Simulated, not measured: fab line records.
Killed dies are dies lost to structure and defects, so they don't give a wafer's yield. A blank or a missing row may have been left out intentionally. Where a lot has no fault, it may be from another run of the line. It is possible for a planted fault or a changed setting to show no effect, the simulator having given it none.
What tool caused it? || flow n5Finfet || 12 lots with 36 wafers sampled at 2 steps, on a route of 1938 steps

## WHAT THE GAUGES READ, wafer by wafer
N5_BEOL_M14_CD_MEAS_28 targets a cd of 284.4 nm.
{"lot": "L077", "measured": "day 12 10:06", "on": "cdSem-03", "cdNm (nm)": "281.6 282.1 283.7"}
{"lot": "L079", "measured": "day 13 04:52", "on": "cdSem-03", "cdNm (nm)": "283.7 283.9 284.7"}
{"lot": "L080", "measured": "day 13 15:38", "on": "cdSem-01", "cdNm (nm)": "285.6 282.9 288.2"}
{"lot": "L074", "measured": "day 13 17:23", "on": "cdSem-02", "cdNm (nm)": "282.2 282.4 281.0"}
{"lot": "L084", "measured": "day 14 02:43", "on": "cdSem-03", "cdNm (nm)": "284.2 286.0 284.2"}
{"lot": "L085", "measured": "day 14 06:37", "on": "cdSem-01", "cdNm (nm)": "283.1 284.8 285.7"}
{"lot": "L087", "measured": "day 15 20:02", "on": "cdSem-02", "cdNm (nm)": "281.7 285.9 286.3"}
{"lot": "L089", "measured": "day 16 00:49", "on": "cdSem-01", "cdNm (nm)": "287.4 287.2 284.8"}
{"lot": "L090", "measured": "day 16 13:38", "on": "cdSem-02", "cdNm (nm)": "285.4 286.1 285.5"}
{"lot": "L093", "measured": "day 17 07:43", "on": "cdSem-01", "cdNm (nm)": "288.9 285.0 286.2"}
{"lot": "L095", "measured": "day 17 15:57", "on": "cdSem-01", "cdNm (nm)": "282.0 282.3 285.6"}
{"lot": "L097", "measured": "day 18 00:18", "on": "cdSem-02", "cdNm (nm)": "282.6 282.4 286.1"}

## EACH LOT AND THE TOOL THAT RAN IT (in order: tool; ch and the chambers of the sampled wafers; start)
{"lot": "L077", "N5_BEOL_M13_DEGAS_41": "pvdSputter-01, day 12 07:10"}
{"lot": "L079", "N5_BEOL_M13_DEGAS_41": "pvdSputter-01, day 13 01:58"}
{"lot": "L080", "N5_BEOL_M13_DEGAS_41": "pvdSputter-01, day 13 12:52"}
{"lot": "L074", "N5_BEOL_M13_DEGAS_41": "pvdSputter-02, day 13 14:08"}
{"lot": "L084", "N5_BEOL_M13_DEGAS_41": "pvdSputter-03, day 13 23:47"}
{"lot": "L085", "N5_BEOL_M13_DEGAS_41": "pvdSputter-01, day 14 03:22"}
{"lot": "L087", "N5_BEOL_M13_DEGAS_41": "pvdSputter-01, day 15 17:16"}
{"lot": "L089", "N5_BEOL_M13_DEGAS_41": "pvdSputter-03, day 15 21:06"}
{"lot": "L090", "N5_BEOL_M13_DEGAS_41": "pvdSputter-01, day 16 10:43"}
{"lot": "L093", "N5_BEOL_M13_DEGAS_41": "pvdSputter-03, day 17 04:29"}
{"lot": "L095", "N5_BEOL_M13_DEGAS_41": "pvdSputter-01, day 17 12:58"}
{"lot": "L097", "N5_BEOL_M13_DEGAS_41": "pvdSputter-02, day 17 21:32"}
- N5_BEOL_M13_DEGAS_41: time 60 s.

## THE ANSWER, worked out from the rows above alone
Rule: usual is defined by the lots themselves. The widest of any qualifying gaps counts: lots, ordered by their means at a reading, are off when they make up no more than a third of the lots, leave a main group of 4 or more, and stand apart from it by 3 or more times the standard deviation of that group's means. A main group is skipped when, at the precision printed for the reading in the tables above, its means are all equal. Also off: a lot with no number at a reading for which 4 or more lots have one. Any other lot the step has rows for is counted as sound.
None of the lots is off at any reading shown; this tells nothing.

## WHAT HAD BEEN PUT IN BY THE SIMULATOR
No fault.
